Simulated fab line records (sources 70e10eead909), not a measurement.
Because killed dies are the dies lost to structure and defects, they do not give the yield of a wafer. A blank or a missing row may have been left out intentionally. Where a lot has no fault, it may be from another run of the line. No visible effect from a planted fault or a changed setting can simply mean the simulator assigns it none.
Chamber matching | flow nand harc | 4 sister chambers for NHARC_A_STAIRCASE_ETCHBACK_422 on rie diel-13
The step etches the open film in CH3F/O2, target depth 40 nm, time 74.286 s. 18 wafers are shown with their chamber, then 9 later ones without.

WAFERS, EACH WITH ITS CHAMBER
wafer  | chamber | showerhead plenum p Torr (Torr) | drypump motor current A (A) | rf vpp V (V)
L077.3 | 2       | 2.36                            | 5.8                         | 243.2
L077.4 | 3       | 2.47                            | 5.9                         | 244.3
L077.6 | 0       | 2.53                            | 5.8                         | 243.9
L078.2 | 1       | 2.52                            | 5.9                         | 245.4
L078.3 | 0       | 2.53                            | 5.9                         | 246.2
L078.5 | 0       | 2.53                            | 5.9                         | 245.9
L082.3 | 0       | 2.52                            | 5.9                         | 245.5
L082.4 | 1       | 2.51                            | 5.9                         | 244.1
L082.6 | 2       | 2.36                            | 5.8                         | 241.8
L085.1 | 1       | 2.51                            | 6.0                         | 245.3
L085.2 | 2       | 2.35                            | 5.8                         | 242.4
L085.3 | 0       | 2.52                            | 5.8                         | 245.5
L086.2 | 2       | 2.35                            | 5.8                         | 242.6
L086.3 | 0       | 2.52                            | 5.9                         | 245.7
L086.6 | 0       | 2.52                            | 5.9                         | 246.3
L087.3 | 0       | 2.51                            | 5.9                         | 244.9
L087.4 | 1       | 2.50                            | 5.9                         | 244.3
L087.6 | 3       | 2.45                            | 5.9                         | 242.6

SIGNATURES (means of the wafers above)
reading                  | chamber 0 | chamber 1 | chamber 2 | chamber 3 | scatter within a chamber
showerhead plenum p Torr | 2.5225    | 2.5100    | 2.3550    | 2.4600    | 0.00779
drypump motor current A  | 5.875     | 5.925     | 5.800     | 5.900     | 0.0401
rf vpp V                 | 245.488   | 244.775   | 242.500   | 243.450   | 0.758
Rule: for a wafer and a chamber, the distance is found by dividing, reading by reading, the gap between the wafer's reading and the chamber's mean by the reading's scatter, squaring, summing and taking the root. If the next closest chamber is less than 2 further off than the closest, the wafer can't be placed; otherwise it belongs to the closest. The scatter is the square root of a quotient: the sum, over the shown wafers, of each reading's squared deviation from its chamber's mean, divided by wafers minus chambers.

WAFERS WITHOUT THEIR CHAMBER
wafer  | showerhead plenum p Torr (Torr) | drypump motor current A (A) | rf vpp V (V)
L092.4 | 2.50                            | 6.0                         | 244.2
L092.5 | 2.34                            | 5.8                         | 243.4
L092.6 | 2.50                            | 5.9                         | 244.4
L096.2 | 2.50                            | 5.9                         | 243.9
L096.4 | 2.44                            | 5.9                         | 242.4
L096.5 | 2.51                            | 5.9                         | 245.1
L097.2 | 2.51                            | 5.8                         | 244.3
L097.4 | 2.44                            | 5.9                         | 244.9
L097.5 | 2.34                            | 5.8                         | 243.1

EACH ONE'S CHAMBER
wafer  | from the rows above     | in truth
L092.4 | 1                       | 1
L092.5 | 2                       | 2
L092.6 | can't be placed: 1 or 0 | 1
L096.2 | can't be placed: 1 or 0 | 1
L096.4 | 3                       | 3
L096.5 | can't be placed: 1 or 0 | 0
L097.2 | can't be placed: 0 or 1 | 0
L097.4 | 3                       | 3
L097.5 | 2                       | 2
Correctly placed: 5 of 9. These rows do not allow placing 4 (true chamber among the candidates in 4). Wrongly placed: 0.
